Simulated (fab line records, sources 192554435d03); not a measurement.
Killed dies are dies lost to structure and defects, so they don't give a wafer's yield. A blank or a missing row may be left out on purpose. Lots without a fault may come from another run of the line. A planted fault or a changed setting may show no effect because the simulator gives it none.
Split-lot experiment | flow n5_finfet | 7 lots, 39 wafers read, on a route of 1938 steps

THE SPLIT
At N5_STI_FIN_REVEAL_ETCHBACK_08 (etches SiO2 in C4F6/O2, target depth 30.5 nm, time 10.167 s), the setting target_depth_a was moved away from the recipe's 305 angstrom on 15 of the 39 wafers read, by -5.5% to +12.7%. The other wafers ran this setting at the recipe's value.

FROM THE SPLIT TO THE READING: what the file shows between them, 3 steps
- N5_STI_FIN_REVEAL_STRIP_24: strips in N2/H2, time 90 s
- N5_STI_FIN_REVEAL_PRECLEAN_25: cleans in SPM, time 90 s
- N5_STI_FIN_REVEAL_SRD_23: time 30 s

THE READING
trench_depth_nm, in nm, at N5_STI_FIN_REVEAL_FIN_H_MEAS_10. Fault-free wafers of this fab line usually give 51.4 nm, standard deviation 0.9 nm.

wafer  | tool, chamber at the split | target_depth_a as run, angstrom | against the recipe | trench_depth_nm, nm | against lot-mates on the recipe
L074.1 | rie_diel-02, 2,0,3         | 305                             | recipe             | 52.1                | -
L074.2 | rie_diel-02, 1,1,0         | 340.5                           | +11.6%             | 55.8                | +4.2
L074.3 | rie_diel-02, 2,0,3         | 305                             | recipe             | 52.2                | -
L074.4 | rie_diel-02, 2,0,3         | 305                             | recipe             | 50.4                | -
L074.5 | rie_diel-02, 1,1,0         | 340.5                           | +11.6%             | 55.3                | +3.7
L074.6 | rie_diel-02, 1,1,0         | 340.5                           | +11.6%             | 54.8                | +3.2
L075.1 | rie_diel-06, 1,0,3         | 305                             | recipe             | 52.3                | -
L075.2 | rie_diel-06, 1,0,3         | 305                             | recipe             | 51.3                | -
L075.3 | rie_diel-06, 1,0,3         | 305                             | recipe             | 51.5                | -
L076.1 | rie_diel-05, 1,2,0         | 305                             | recipe             | 50.5                | -
L076.2 | rie_diel-05, 2,0,1         | 343.6                           | +12.7%             | 55.3                | +4.1
L076.3 | rie_diel-05, 2,0,1         | 343.6                           | +12.7%             | 55.9                | +4.7
L076.4 | rie_diel-05, 1,2,0         | 305                             | recipe             | 51.0                | -
L076.5 | rie_diel-05, 2,0,1         | 343.6                           | +12.7%             | 53.8                | +2.6
L076.6 | rie_diel-05, 1,2,0         | 305                             | recipe             | 52.0                | -
L078.1 | rie_diel-05, 3,0,1         | 331                             | +8.5%              | 53.7                | +4.1
L078.2 | rie_diel-05, 2,1,2         | 305                             | recipe             | 49.5                | -
L078.3 | rie_diel-05, 3,0,1         | 331                             | +8.5%              | 53.4                | +3.8
L078.4 | rie_diel-05, 2,1,2         | 305                             | recipe             | 49.5                | -
L078.5 | rie_diel-05, 3,0,1         | 331                             | +8.5%              | 52.2                | +2.6
L078.6 | rie_diel-05, 2,1,2         | 305                             | recipe             | 49.8                | -
L085.1 | rie_diel-02, 1,0,1         | 341.3                           | +11.9%             | 56.4                | +4.7
L085.2 | rie_diel-02, 2,3,0         | 305                             | recipe             | 52.3                | -
L085.3 | rie_diel-02, 1,0,1         | 341.3                           | +11.9%             | 55.3                | +3.6
L085.4 | rie_diel-02, 2,3,0         | 305                             | recipe             | 51.0                | -
L085.5 | rie_diel-02, 1,0,1         | 341.3                           | +11.9%             | 55.9                | +4.2
L085.6 | rie_diel-02, 2,3,0         | 305                             | recipe             | 51.9                | -
L092.1 | rie_diel-05, 2,0,3,1,0,1   | 305                             | recipe             | 52.3                | -
L092.2 | rie_diel-05, 2,0,3,1,0,1   | 305                             | recipe             | 53.2                | -
L092.3 | rie_diel-05, 2,0,3,1,0,1   | 305                             | recipe             | 52.8                | -
L092.4 | rie_diel-05, 2,0,3,1,0,1   | 305                             | recipe             | 51.0                | -
L092.5 | rie_diel-05, 2,0,3,1,0,1   | 305                             | recipe             | 52.9                | -
L092.6 | rie_diel-05, 2,0,3,1,0,1   | 305                             | recipe             | 50.6                | -
L095.1 | rie_diel-05, 1,0,3         | 288.2                           | -5.5%              | 48.8                | -2.1
L095.2 | rie_diel-05, 2,1,0         | 305                             | recipe             | 51.1                | -
L095.3 | rie_diel-05, 1,0,3         | 288.2                           | -5.5%              | 50.1                | -0.8
L095.4 | rie_diel-05, 1,0,3         | 288.2                           | -5.5%              | 50.1                | -0.8
L095.5 | rie_diel-05, 2,1,0         | 305                             | recipe             | 50.6                | -
L095.6 | rie_diel-05, 2,1,0         | 305                             | recipe             | 51.1                | -
Where a row lists several chambers, the file gives one row for several wafers and doesn't say which wafer went through which chamber.

THE FIT
A straight line over all 39 wafers: trench_depth_nm changes by +0.315 nm for each +1% of target_depth_a; r = +0.88; the points scatter about the line by 0.99 nm.
The same after taking each lot's own level away (the mean of its wafers on the recipe; 39 wafers): +0.322 nm for each +1%; r = +0.93; scatter 0.72 nm.
On that fit, the largest move of target_depth_a shifts the reading by 4.1 nm.
The lots' own levels span 49.60 to 52.13 nm, that is 2.8 times the standard deviation above.
So the lot-to-lot level changes the slope little: the two slopes agree.
Check: with one of the wafers moved furthest among these (+12.7%) left out of the fit, the line predicts +4.18 nm for it against its lot-mates. It came out at +4.13 nm against them.

OTHER SPLITS ON THESE WAFERS
These wafers also went through other splits before the reading. Each is held against what the fit with the lots' levels taken away leaves over:
other split on the same wafers | wafers away from the commonest value | r with trench_depth_nm (lot level and that fit taken away)
N5_WELL_APT_EPI_41 time_s      | 12                                   | +0.03

THE FILE'S OWN FIT
trench_depth_nm changes by +0.331 nm for each +1% of target_depth_a, r = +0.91.
